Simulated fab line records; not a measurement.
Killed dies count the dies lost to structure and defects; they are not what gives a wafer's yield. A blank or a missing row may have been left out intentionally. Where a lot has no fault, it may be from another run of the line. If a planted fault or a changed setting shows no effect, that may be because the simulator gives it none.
fab line records | flow nandHarc
[record] lots = 6 wafers = 18 lastDay = 24
route steps=1159 shown A_BONDPAD@1068 END@1159
lots that met no fault: from a run of the same line without faults
startH: start of the lot's first displayed wafer, in hours after the record's first day | waitH: time in hours since the lot's previous step | " unchanged from the row above | L1.1+2: a row that stands for several wafers | - no value, or no start was given | * or withheld: withheld | < > ~ a bound
route shown NAME@n: names a module that has steps shown in the file, with the first one's number in the route | usual: mean/standard deviation of fault-free wafers | same: alike in all rows | chamber/n: place in a boat | sites: readings site by site | _std_site: how widely they spread, as a standard deviation | _edge_site: the outer-site mean with the inner-site mean subtracted | radiusMm: how far each site lies from the wafer's centre | mask NAME#n: copy n | behind: the tool/chamber that last shaped the wafer | hold: what put the lot on hold/how long, in hours/how the hold closed | device: the transistor (n, p or np) that didn't switch | end of line: tests run on the same wafers once the route is complete | a step without rows: its recipe alone | killed: dies that structure and defects cost at the first sort, which is not the same as the wafer's yield | map: dies across one wafer; x = killed, . = not, _ = none there
set.NAME: the run value of the setting; set.NAME@STEP: its run value at that earlier step | model.NAME: the simulator's own value behind a step, which no gauge read
lots at selected steps of the route; one table per step, one row per wafer
services: the hour from which a tool's chamber was out of use, counted from the record's first day as startH (under 0 if before that day), plus the number of hours and why
[[steps]]
[step NHARC_A_BONDPAD_EBR_05]
[step NHARC_A_BONDPAD_EXPOSE_06]
[recipe] na = 0.55 doseMj = 36.99 maskId = A_BPAD
[step NHARC_A_BONDPAD_PEB_07]
[recipe] pebTempC = 128 pebTimeS = 80
[step NHARC_A_BONDPAD_DEVELOP_08]
[recipe] timeS = 50 devTempC = 22
[step NHARC_A_BONDPAD_CD_MEAS_09]
[recipe] targetCdNm = 500 landingEnergyEv = 500
[usual] cdNm = 500.4/2.2
// columns lot.wafer tool chamber startH waitH cdNm
L806.1 cdSem-03 0 413.66 - 497.0
L806.3 " 0 " " 499.0
L806.4 " 0 " " 494.0
L808.1 cdSem-03 0 454.83 - 504.4
L808.4 " 0 " " 502.8
L808.6 " 0 " " 500.6
L809.3 cdSem-03 0 455.28 - 500.0
L809.4 " 0 " " 500.1
L809.6 " 0 " " 497.2
L810.3 cdSem-01 0 462.10 - 502.3
L810.5 " 0 " " 500.6
L810.6 " 0 " " 501.5
L816.1 cdSem-02 0 509.83 - 501.4
L816.2 " 0 " " 500.3
L816.5 " 0 " " 500.6
L825.1 cdSem-02 0 546.54 - 503.9
L825.2 " 0 " " 502.4
L825.3 " 0 " " 496.9
[step NHARC_A_BONDPAD_OVL_MEAS_35]
[usual] overlayXNm = 0/6.2 overlayYNm = 0/5.9
// columns lot.wafer tool chamber startH waitH overlayXNm overlayYNm
L806.1 overlay-01 - 413.75 - -3 4
L806.3 " - " " -3 4
L806.4 " - " " -3 4
L808.1 overlay-01 - 454.92 - 1 0
L808.4 " - " " 1 0
L808.6 " - " " 0 0
L809.3 overlay-01 - 455.37 - 9 -4
L809.4 " - " " 9 -4
L809.6 " - " " 9 -4
L810.3 overlay-01 - 462.19 - -1 -3
L810.5 " - " " -2 -3
L810.6 " - " " -2 -3
L816.1 overlay-01 - 509.93 - 8 -3
L816.2 " - " " 7 -2
L816.5 " - " " 7 -2
L825.1 overlay-01 - 546.62 - -6 -6
L825.2 " - " " -6 -6
L825.3 " - " " -5 -6
[step NHARC_A_BONDPAD_HARDBAKE_10]
[recipe] tempC = 118 timeS = 65
[step NHARC_A_BONDPAD_DESCUM_11]
[recipe] timeS = 3 o2FlowSccm = 200 arFlowSccm = 0 biasPowerW = 0 chemistry = O2
[usual] drypumpMotorCurrentA = 5.8/0.39 mfcArSccm = 0.001/0.0048 oesProductAu = 0.998/0.0069 rfVppV = 57.7/0.94 showerheadPlenumPTorr = 1.89/0.093 throttleValvePct = 11.310/0.01
// columns lot.wafer tool chamber startH waitH drypumpMotorCurrentA mfcArSccm oesProductAu rfHoursCounterH rfVppV showerheadPlenumPTorr throttleValvePct
L806.4 rieDiel-11 1 413.89 - 5.7 0 1.000 5 56.2 1.77 11.307
L806.3 " 2 " " 5.8 0 1.011 6 58.0 1.78 11.332
L806.1 " 0 " " 5.2 0 1.006 5 58.4 1.97 11.331
L808.1 rieDiel-03 1 455.07 - 5.6 0 0.998 2 57.5 1.88 11.296
L808.4 " 3 " " 6.3 0.002 1.005 2 58.8 2.02 11.311
L808.6 " 1 " " 5.6 0 0.998 - 57.9 1.88 11.316
L809.3 rieDiel-11 2 455.51 - 5.9 0 0.991 15 57.3 1.78 11.301
L809.4 " 3 " " 5.2 0 0.988 14 56.1 1.77 11.313
L809.6 " 1 " " 5.7 0 0.999 - 58.3 1.77 11.300
L810.3 rieDiel-03 1 462.31 - 5.7 0 0.999 2 58.3 1.88 11.295
L810.6 " 1 " " 5.6 0 0.998 - 57.6 1.88 11.318
L810.5 " 2 " " 6.2 0 1.012 - 56.4 1.79 11.309
L816.1 rieDiel-03 3 510.07 - 6.3 0.002 0.995 4 58.8 2.02 11.320
L816.2 " 1 " " 5.6 0 0.985 4 57.9 1.88 11.312
L816.5 " 3 " " 6.3 0.002 0.985 - 59.2 2.02 11.314
L825.3 rieDiel-03 2 546.75 - 6.1 0 0.996 6 57.3 1.79 11.321
L825.2 " 3 " " 6.3 0.002 0.993 6 58.7 2.02 11.313
L825.1 " 0 " " 5.5 0 0.988 6 58.0 1.92 11.317
[step NHARC_A_BONDPAD_ETCH_34]
[recipe] targetDepthA = 600 overetchA = 180 timeS = 65.91 ionEnergyEv = 200 n2FlowSccm = 150 h2FlowSccm = 150 arFlowSccm = 0 rfW = 400 biasW = 150 chemistry = N2/H2
[usual] drypumpMotorCurrentA = 5.8/0.38 mfcArSccm = 0.001/0.0048 oesProductAu = 0.995/0.0066 rfVppV = 429.8/2.8 showerheadPlenumPTorr = 2.01/0.1 throttleValvePct = 14.173/0.0086
// columns lot.wafer tool chamber startH waitH drypumpMotorCurrentA mfcArSccm oesProductAu rfHoursCounterH rfVppV showerheadPlenumPTorr throttleValvePct
L806.1 rieDiel-11 0 413.97 0.1 5.2 0 0.996 5 431.6 2.11 14.173
L806.3 " 1 " " 5.7 0 1.003 5 426.2 1.88 14.162
L806.4 " 2 " " 5.9 0 0.986 6 425.9 1.90 14.168
L808.4 rieDiel-03 3 455.15 0.1 6.3 0.002 0.994 2 434.1 2.16 14.168
L808.1 " 2 " " 6.2 0 1.007 2 426.1 1.90 14.180
L808.6 " 3 " " 6.3 0.002 0.997 - 433.2 2.16 14.173
L809.3 rieDiel-11 2 455.60 0.1 5.8 0 0.985 15 426.2 1.89 14.171
L809.4 " 3 " " 5.2 0 0.991 14 426.6 1.88 14.168
L809.6 " 1 " " 5.7 0 0.990 - 425.9 1.88 14.168
L810.3 rieDiel-03 0 462.40 0.1 5.5 0 1.004 2 429.9 2.05 14.164
L810.5 " 0 " " 5.5 0 0.998 - 430.6 2.04 14.172
L810.6 " 1 " " 5.7 0 0.992 - 429.6 2.00 14.183
L816.2 rieDiel-03 2 510.14 0.1 6.2 0 0.996 4 426.8 1.90 14.160
L816.1 " 0 " " 5.5 0 0.984 4 430.3 2.04 14.189
L816.5 " 3 " " 6.3 0.002 0.988 - 433.7 2.16 14.175
L825.1 rieDiel-03 3 546.84 0.1 6.3 0.002 1.004 6 433.8 2.16 14.166
L825.2 " 0 " " 5.5 0 0.983 6 431.6 2.04 14.192
L825.3 " 1 " " 5.6 0 0.991 5 430.1 2.00 14.182
[step NHARC_A_BONDPAD_ETCH_12]
[recipe] targetDepthA = 2200 timeS = 110 chf3FlowSccm = 50 o2FlowSccm = 10 arFlowSccm = 200 rfW = 500 biasW = 200 chemistry = CHF3/O2
[usual] chf3FlowSccm = 50.01/0.17 drypumpMotorCurrentA = 5.8/0.37 mfcArSccm = 200.0/0.63 oesProductAu = 0.946/0.023 rfVppV = 369.9/2.4 showerheadPlenumPTorr = 2.37/0.11 throttleValvePct = 20.572/0.0098
// columns lot.wafer tool chamber startH waitH chf3FlowSccm drypumpMotorCurrentA mfcArSccm oesProductAu rfHoursCounterH rfVppV showerheadPlenumPTorr throttleValvePct
L806.1 rieDiel-11 3 - - 50.20 5.2 201.0 0.923 4 364.6 2.23 20.568
L806.3 " 0 " " 50.00 5.2 200.3 0.916 5 372.2 2.48 20.578
L806.4 " 1 " " 49.77 5.7 199.7 0.928 5 367.2 2.23 20.598
L808.1 rieDiel-03 2 - - 50.29 6.2 199.6 0.963 2 366.9 2.25 20.582
L808.4 " 3 " " 49.89 6.3 200.2 0.947 2 373.2 2.53 20.575
L808.6 " 1 " " 50.01 5.6 200.7 0.938 - 370.1 2.36 20.578
L809.4 rieDiel-11 0 - - 50.07 5.2 200.9 0.929 14 372.2 2.47 20.570
L809.3 " 2 " " 50.14 5.8 201.0 0.913 15 367.5 2.24 20.572
L809.6 " 1 " " 49.80 5.6 201.2 0.937 - 366.0 2.22 20.568
L810.3 rieDiel-03 0 - - 50.05 5.5 200.5 0.934 2 369.9 2.41 20.587
L810.6 " 3 " " 50.03 6.3 199.0 0.925 - 372.8 2.53 20.577
L810.5 " 0 " " 49.74 5.5 200.3 0.926 - 369.4 2.41 20.581
L816.2 rieDiel-03 0 - - 49.81 5.5 199.7 0.912 4 371.0 2.41 20.577
L816.1 " 3 " " 50.03 6.3 199.6 0.926 4 373.9 2.53 20.580
L816.5 " 0 " " 50.11 5.5 199.3 0.911 - 369.9 2.41 20.571
L825.3 rieDiel-03 0 - - 49.96 5.5 200.6 0.963 6 370.4 2.41 20.560
L825.1 " 1 " " 49.87 5.6 200.7 0.959 5 368.0 2.36 20.580
L825.2 " 2 " " 50.00 6.2 198.5 0.957 6 367.6 2.25 20.583
[step NHARC_A_BONDPAD_CD_MEAS_13]
[usual] cdNm = 500.4/2.4
// columns lot.wafer tool chamber startH waitH cdNm
L806.1 cdSem-01 - 414.20 - 496.1
L806.3 " - " " 499.7
L806.4 " - " " 493.6
L808.1 cdSem-01 - 455.38 - 504.7
L808.4 " - " " 501.8
L808.6 " - " " 500.3
L809.3 cdSem-03 - 455.83 - 500.0
L809.4 " - " " 500.5
L809.6 " - " " 495.9
L810.3 cdSem-03 - 462.63 - 501.8
L810.5 " - " " 500.5
L810.6 " - " " 500.9
L816.1 cdSem-01 - 510.38 - 502.4
L816.2 " - " " 500.2
L816.5 " - " " 499.5
L825.1 cdSem-03 - 547.06 - 504.7
L825.2 " - " " 502.8
L825.3 " - " " 496.7
[step NHARC_A_BONDPAD_STRIP_15]
[recipe] o2FlowSccm = 500 arFlowSccm = 0 biasW = 0 chemistry = O2
[usual] drypumpMotorCurrentA = 5.8/0.38 mfcArSccm = 0.001/0.0048 oesProductAu = 0.995/0.0078 rfVppV = 57.7/0.92 showerheadPlenumPTorr = 3.48/0.16 throttleValvePct = 17.036/0.009
// columns lot.wafer tool chamber startH waitH drypumpMotorCurrentA mfcArSccm oesProductAu rfHoursCounterH rfVppV showerheadPlenumPTorr throttleValvePct
L806.1 rieDiel-03 0 414.29 0.1 5.5 0 0.991 1 56.9 3.54 17.037
L806.3 " 1 " " 5.7 0 0.989 1 57.1 3.47 17.041
L806.4 " 2 " " 6.2 0 1.003 1 56.6 3.31 17.044
L808.4 rieDiel-03 2 455.47 0.1 6.2 0 1.000 2 58.2 3.31 17.057
L808.1 " 3 " " 6.3 0.002 1.000 2 57.6 3.71 17.042
L808.6 " 2 " " 6.2 0 0.991 - 57.3 3.31 17.037
L809.3 rieDiel-03 3 455.89 0.1 6.3 0.002 1.006 2 57.1 3.71 17.038
L809.4 " 1 " " 5.6 0 0.989 2 58.5 3.47 17.040
L809.6 " 0 " " 5.5 0 1.002 - 58.3 3.54 17.036
L810.3 rieDiel-11 3 462.73 0.1 5.2 0 0.989 15 56.5 3.28 17.021
L810.5 " 1 " " 5.7 0 1.002 - 56.8 3.27 17.030
L810.6 " 2 " " 5.9 0 0.990 - 56.5 3.30 17.029
L816.1 rieDiel-03 0 510.45 0.1 5.5 0 0.992 4 57.9 3.54 17.037
L816.2 " 3 " " 6.3 0.002 1.006 4 59.2 3.71 17.050
L816.5 " 1 " " 5.7 0 1.003 - 58.3 3.47 17.031
L825.2 rieDiel-03 2 547.13 0.1 6.2 0 1.003 6 58.6 3.31 17.029
L825.1 " 3 " " 6.3 0.002 0.997 6 58.3 3.71 17.043
L825.3 " 1 " " 5.6 0 0.995 5 57.9 3.47 17.026
[step NHARC_A_BONDPAD_ETCH_24]
[recipe] targetDepthA = 300 overEtchFrac = 0.3 timeS = 72.99 ionEnergyEv = 150 cf4FlowSccm = 50 n2FlowSccm = 100 arFlowSccm = 150 rfW = 300 biasW = 100 chemistry = CF4/N2
[usual] drypumpMotorCurrentA = 5.8/0.39 mfcArSccm = 150.1/0.5 oesProductAu = 0.995/0.0076 rfVppV = 313.8/2.2 showerheadPlenumPTorr = 2.60/0.12 throttleValvePct = 19.794/0.0095
// columns lot.wafer tool chamber startH waitH drypumpMotorCurrentA mfcArSccm oesProductAu rfHoursCounterH rfVppV showerheadPlenumPTorr throttleValvePct
L806.3 rieDiel-03 2 414.44 - 6.2 150.1 1.006 1 312.0 2.46 19.806
L806.1 " 3 " " 6.3 149.8 1.002 1 315.1 2.77 19.803
L806.4 " 1 " " 5.6 150.2 0.997 1 314.1 2.58 19.790
L808.1 rieDiel-03 3 455.60 - 6.3 149.0 1.005 2 317.9 2.76 19.782
L808.4 " 0 " " 5.5 150.2 0.782 2 315.0 2.63 19.776
L808.6 " 0 " " 5.5 150.8 0.771 - 315.4 2.63 19.801
L809.3 rieDiel-03 0 456.05 - 5.5 149.8 0.779 2 313.6 2.63 19.799
L809.4 " 2 " " 6.1 150.3 0.992 2 310.8 2.46 19.792
L809.6 " 3 " " 6.3 149.9 0.996 - 315.8 2.76 19.791
L810.3 rieDiel-11 0 462.85 - 5.2 150.1 0.986 15 316.8 2.70 19.798
L810.5 " 0 " " 5.2 150.8 0.999 - 316.0 2.70 19.787
L810.6 " 1 " " 5.7 150.1 0.989 - 310.6 2.43 19.800
L816.2 rieDiel-03 3 510.61 - 6.3 150.1 0.988 4 317.4 2.76 19.789
L816.1 " 0 " " 5.5 149.5 0.976 4 315.3 2.63 19.794
L816.5 " 2 " " 6.2 150.6 0.997 - 311.8 2.46 19.791
L825.3 rieDiel-03 1 547.29 - 5.6 150.3 0.992 5 314.3 2.58 19.786
L825.2 " 2 " " 6.2 150.1 0.998 6 310.7 2.46 19.775
L825.1 " 0 " " 5.5 149.3 0.970 6 314.3 2.63 19.778
[step NHARC_A_BONDPAD_STRIP_16]
[recipe] timeS = 600 tempC = 30 chemistry = postEtchResidueRemover
[step NHARC_END_SORT_01]
[recipe] tempC = 25
[usual] defectLimitedYield = 95.7/1.5 killedAtArray = 25/9.5 killedAtOther = 0.8/1.2 killedAtPeriphery = 3.4/2.2 killedDies = 29/10 killedOpen = 3.3/1.8 killedShort = 2.1/1.4 sort_bin_2_pct = 1.4/0.63 sort_bin_3_pct = 0.22/0.2 sort_bin_4_pct = 2.7/0.96 sortNPass = 648/10 sortRimYieldPct = 95.6/2.8 sortYieldPct = 95.7/1.5
[same] grossDies = 677 sort_bin_5_pct[%] = 0 sort_bin_6_pct[%] = 0 sort_bin_7_pct[%] = 0 sort_bin_8_pct[%] = 0 sortRimNGross = 106.00
// columns lot.wafer tool chamber startH waitH defectLimitedYield[%] killedAtArray killedAtOther killedAtPeriphery killedDies killedOpen killedShort sort_bin_2_pct[%] sort_bin_3_pct[%] sort_bin_4_pct[%] sortNPass sortRimYieldPct[%] sortYieldPct[%]
L806.1 prober-02 0 457.28 2.5 97.2 16 0 3 19 1 3 0.6 0.15 2.1 658 95.3 97.2
L806.3 prober-02 0 458.90 3.1 98.2 9 2 1 12 5 1 0.4 0 1.3 665 100.0 98.2
L806.4 prober-02 0 459.70 3.4 97.9 10 0 4 14 0 3 0.7 0 1.3 663 97.2 97.9
L808.4 prober-01 0 488.30 3.4 0 669 5 3 677 4 2 97.3 0 2.7 0 0 0
L808.6 prober-01 0 489.90 4.0 0.1 673 2 1 676 2 0 97.5 0.15 2.2 1 0 0.1
L809.3 prober-02 0 487.47 3.1 0 669 0 8 677 1 3 95.9 0.59 3.5 0 0 0
L809.4 prober-02 0 488.26 3.4 93.9 35 0 6 41 4 3 1.8 0.30 4.0 636 92.5 93.9
L809.6 prober-02 0 489.86 4.0 95.0 31 0 3 34 2 1 1.6 0.15 3.2 643 99.1 95.0
L810.3 prober-02 0 496.98 3.1 96.9 16 1 4 21 3 1 1.0 0.15 1.9 656 94.3 96.9
L810.5 prober-02 0 498.58 3.7 97.3 16 0 2 18 5 0 1.0 0.15 1.5 659 97.2 97.3
L810.6 prober-02 0 499.38 4.0 97.0 20 0 0 20 2 2 0.7 0 2.2 657 92.5 97.0
L816.1 prober-01 0 545.62 2.4 96.5 21 0 3 24 2 2 0.9 0.30 2.4 653 99.1 96.5
L816.2 prober-01 0 546.43 2.8 95.6 26 2 2 30 5 1 1.3 0.15 3.0 647 96.2 95.6
L816.5 prober-01 0 548.85 3.7 95.9 23 3 2 28 2 4 0.9 0.30 3.0 649 97.2 95.9
// killed by level:class
L806.1 A_ZERO_WELL:chamberFilmFlake=4 A_CHANNEL_FILL_D1:chamberFilmFlake=3 A_STAIRCASE:chamberFilmFlake=2 A_WL_FILL:chamberFilmFlake=2 A_CONTACT:chamberFilmFlake=2 P_CONTACT:geometricParticle:open=1 P_M0:geometricParticle:short=1 A_CHANNEL_HOLE_D1:geometricParticle:short=1
L806.3 A_CHANNEL_HOLE_D1:chamberFilmFlake=2 A_CHANNEL_FILL_D1:chamberFilmFlake=2 P_M0:geometricParticle:open=1 A_CONTACT:geometricParticle:open=1 A_CONTACT:geometricParticle:short=1 A_BLC:geometricParticle:open=1 A_M0:geometricParticle:open=1 STARTING-WAFER:geometricParticle:open=1
L806.4 A_CHANNEL_FILL_D1:chamberFilmFlake=3 A_CHANNEL_HOLE_D1:chamberFilmFlake=2 P_GATE:geometricParticle:short=1 A_ONON_D1:geometricParticle:short=1 A_CHANNEL_FILL_D1:geometricParticle:short=1 P_GATE:chamberFilmFlake=1 P_M0:chamberFilmFlake=1 P_BONDPAD:chamberFilmFlake=1
L809.3 A_BONDPAD:areaEtch=635 A_SLIT:chamberFilmFlake=14 A_CHANNEL_HOLE_D1:chamberFilmFlake=11 A_CONTACT:chamberFilmFlake=4 P_ZERO_WELL:chamberFilmFlake=3 A_STAIRCASE:chamberFilmFlake=2 P_GATE:geometricParticle:open=1 P_M1:geometricParticle:short=1
L809.4 A_CHANNEL_HOLE_D1:chamberFilmFlake=16 A_SLIT:chamberFilmFlake=7 A_WL_FILL:geometricParticle:short=3 P_GATE:chamberFilmFlake=2 A_SGD_CUT:chamberFilmFlake=2 A_CONTACT:chamberFilmFlake=2 P_GATE:geometricParticle:open=1 P_M0:geometricParticle:open=1
L808.4 A_BONDPAD:areaEtch=652 A_CHANNEL_HOLE_D1:chamberFilmFlake=5 THIN_TSV:chamberFilmFlake=5 A_SLIT:chamberFilmFlake=4 A_WL_FILL:geometricParticle:open=2 A_ZERO_WELL:chamberFilmFlake=2 A_WL_FILL:chamberFilmFlake=2 P_GATE:geometricParticle:open=1
L809.6 A_SLIT:chamberFilmFlake=13 A_CHANNEL_HOLE_D1:chamberFilmFlake=10 A_SGD_CUT:chamberFilmFlake=4 P_M2:geometricParticle:open=2 A_CONTACT:chamberFilmFlake=2 A_CHANNEL_FILL_D1:geometricParticle:short=1 P_STI:chamberFilmFlake=1 A_ZERO_WELL:chamberFilmFlake=1
L808.6 A_BONDPAD:areaEtch=649 A_SLIT:chamberFilmFlake=12 A_CHANNEL_HOLE_D1:chamberFilmFlake=5 A_WL_FILL:chamberFilmFlake=3 THIN_TSV:chamberFilmFlake=2 A_CONTACT:geometricParticle:open=1 A_M0:geometricParticle:open=1 P_STI:chamberFilmFlake=1
L810.3 A_CHANNEL_HOLE_D1:chamberFilmFlake=5 A_CONTACT:chamberFilmFlake=4 A_WL_FILL:chamberFilmFlake=3 P_STI:chamberFilmFlake=2 P_CONTACT:geometricParticle:open=1 P_M2:geometricParticle:short=1 A_CONTACT:geometricParticle:open=1 STARTING-WAFER:geometricParticle:open=1
L810.5 A_WL_FILL:chamberFilmFlake=8 A_CONTACT:geometricParticle:open=2 A_CONTACT:chamberFilmFlake=2 P_CONTACT:geometricParticle:open=1 A_ONON_D1:geometricParticle:open=1 A_WL_FILL:geometricParticle:open=1 P_STI:chamberFilmFlake=1 A_CHANNEL_HOLE_D1:chamberFilmFlake=1
L810.6 A_CONTACT:chamberFilmFlake=7 A_WL_FILL:chamberFilmFlake=6 A_ONON_D1:geometricParticle:open=2 A_CHANNEL_HOLE_D1:chamberFilmFlake=2 A_CHANNEL_HOLE_D1:geometricParticle:short=1 A_M0:geometricParticle:short=1 A_STAIRCASE:chamberFilmFlake=1
L816.1 A_CHANNEL_HOLE_D1:chamberFilmFlake=13 P_GATE:chamberFilmFlake=2 A_STAIRCASE:chamberFilmFlake=2 A_WL_FILL:chamberFilmFlake=2 P_GATE:geometricParticle:open=1 A_SOURCE_PLATE:geometricParticle:short=1 A_CHANNEL_HOLE_D1:geometricParticle:open=1 A_M0:geometricParticle:short=1
L816.2 A_CHANNEL_HOLE_D1:chamberFilmFlake=18 A_CONTACT:geometricParticle:open=2 A_M0:geometricParticle:open=2 A_CONTACT:chamberFilmFlake=2 THIN_TSV:chamberFilmFlake=2 P_M1:geometricParticle:open=1 A_CONTACT:geometricParticle:short=1 P_GATE:chamberFilmFlake=1
L816.5 A_CHANNEL_HOLE_D1:chamberFilmFlake=13 A_ZERO_WELL:chamberFilmFlake=3 THIN_TSV:chamberFilmFlake=3 P_CONTACT:geometricParticle:open=1 A_CHANNEL_FILL_D1:geometricParticle:short=1 A_SGD_CUT:geometricParticle:short=1 A_SLIT:geometricParticle:short=1 A_CONTACT:geometricParticle:short=1
// map L808.4 (x killed, . not)
____________x____________
_________xxxxxxx_________
_______xxxxxxxxxxx_______
______xxxxxxxxxxxxx______
_____xxxxxxxxxxxxxxx_____
____xxxxxxxxxxxxxxxxx____
____xxxxxxxxxxxxxxxxx____
___xxxxxxxxxxxxxxxxxxx___
___xxxxxxxxxxxxxxxxxxx___
__xxxxxxxxxxxxxxxxxxxxx__
__xxxxxxxxxxxxxxxxxxxxx__
_xxxxxxxxxxxxxxxxxxxxxxx_
_xxxxxxxxxxxxxxxxxxxxxxx_
_xxxxxxxxxxxxxxxxxxxxxxx_
_xxxxxxxxxxxxxxxxxxxxxxx_
_xxxxxxxxxxxxxxxxxxxxxxx_
xxxxxxxxxxxxxxxxxxxxxxxxx
xxxxxxxxxxxxxxxxxxxxxxxxx
xxxxxxxxxxxxxxxxxxxxxxxxx
xxxxxxxxxxxxxxxxxxxxxxxxx
xxxxxxxxxxxxxxxxxxxxxxxxx
_xxxxxxxxxxxxxxxxxxxxxxx_
_xxxxxxxxxxxxxxxxxxxxxxx_
_xxxxxxxxxxxxxxxxxxxxxxx_
_xxxxxxxxxxxxxxxxxxxxxxx_
_xxxxxxxxxxxxxxxxxxxxxxx_
__xxxxxxxxxxxxxxxxxxxxx__
__xxxxxxxxxxxxxxxxxxxxx__
___xxxxxxxxxxxxxxxxxxx___
___xxxxxxxxxxxxxxxxxxx___
____xxxxxxxxxxxxxxxxx____
____xxxxxxxxxxxxxxxxx____
_____xxxxxxxxxxxxxxx_____
______xxxxxxxxxxxxx______
_______xxxxxxxxxxx_______
_________xxxxxxx_________
____________x____________
// map L809.3 (x killed, . not)
____________x____________
_________xxxxxxx_________
_______xxxxxxxxxxx_______
______xxxxxxxxxxxxx______
_____xxxxxxxxxxxxxxx_____
____xxxxxxxxxxxxxxxxx____
____xxxxxxxxxxxxxxxxx____
___xxxxxxxxxxxxxxxxxxx___
___xxxxxxxxxxxxxxxxxxx___
__xxxxxxxxxxxxxxxxxxxxx__
__xxxxxxxxxxxxxxxxxxxxx__
_xxxxxxxxxxxxxxxxxxxxxxx_
_xxxxxxxxxxxxxxxxxxxxxxx_
_xxxxxxxxxxxxxxxxxxxxxxx_
_xxxxxxxxxxxxxxxxxxxxxxx_
_xxxxxxxxxxxxxxxxxxxxxxx_
xxxxxxxxxxxxxxxxxxxxxxxxx
xxxxxxxxxxxxxxxxxxxxxxxxx
xxxxxxxxxxxxxxxxxxxxxxxxx
xxxxxxxxxxxxxxxxxxxxxxxxx
xxxxxxxxxxxxxxxxxxxxxxxxx
_xxxxxxxxxxxxxxxxxxxxxxx_
_xxxxxxxxxxxxxxxxxxxxxxx_
_xxxxxxxxxxxxxxxxxxxxxxx_
_xxxxxxxxxxxxxxxxxxxxxxx_
_xxxxxxxxxxxxxxxxxxxxxxx_
__xxxxxxxxxxxxxxxxxxxxx__
__xxxxxxxxxxxxxxxxxxxxx__
___xxxxxxxxxxxxxxxxxxx___
___xxxxxxxxxxxxxxxxxxx___
____xxxxxxxxxxxxxxxxx____
____xxxxxxxxxxxxxxxxx____
_____xxxxxxxxxxxxxxx_____
______xxxxxxxxxxxxx______
_______xxxxxxxxxxx_______
_________xxxxxxx_________
____________x____________
[[services]]
// columns tool chamber startH hours kind
rieDiel-03 - 392.33 9.0 pm
rieDiel-03 0 392.33 9.0 ventCycle
rieDiel-03 1 392.33 9.0 ventCycle
rieDiel-03 2 392.33 9.0 ventCycle
rieDiel-03 3 392.33 9.0 ventCycle
rieDiel-03 0 401.33 - clean
rieDiel-03 1 401.33 - clean
rieDiel-03 2 401.33 - clean
rieDiel-03 3 401.33 - clean
rieDiel-03 0 425.83 - clean
rieDiel-03 1 425.83 - clean
rieDiel-03 2 425.83 - clean
rieDiel-03 3 425.83 - clean
rieDiel-03 0 450.33 - clean
rieDiel-03 1 450.33 - clean
rieDiel-03 2 450.33 - clean
rieDiel-03 3 450.33 - clean
rieDiel-03 0 474.83 - clean
rieDiel-03 1 474.83 - clean
rieDiel-03 2 474.83 - clean
rieDiel-03 3 474.83 - clean
rieDiel-11 3 516.17 7.5 repair
rieDiel-03 1 526.19 13.8 repair
rieDiel-11 - 543.50 9.0 pm
[[key]]
[firstSign] step = NHARC_A_BONDPAD_ETCH_24 reading = oesProductAu direction = down sigmas = 29 usual = 0.995 struck = 0.777
[effect] step = NHARC_END_SORT_01 reading = sort_bin_2_pct direction = up sigmas = 99+ usual = 1.4 struck = 96.9
[moreKillsBornAt] NHARC_A_BONDPAD_ETCH_24@rieDiel-03 = 1936
metAt NHARC_A_BONDPAD_ETCH_24
struckWafers L808.4,L808.6,L809.3
laterRowsLeftOut L808.4,L808.6,L809.3
[fault] kind = processParameterDrift tool = rieDiel-03 chamber = 0 onsetH = 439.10 steps = NHARC_A_BONDPAD_ETCH_24 channel = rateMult offset = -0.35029 shape = step endH = 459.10
// laterRowsLeftOut: the simulator's readings of these wafers behind a module that went badly wrong aren't trusted and aren't shown, but for the sort
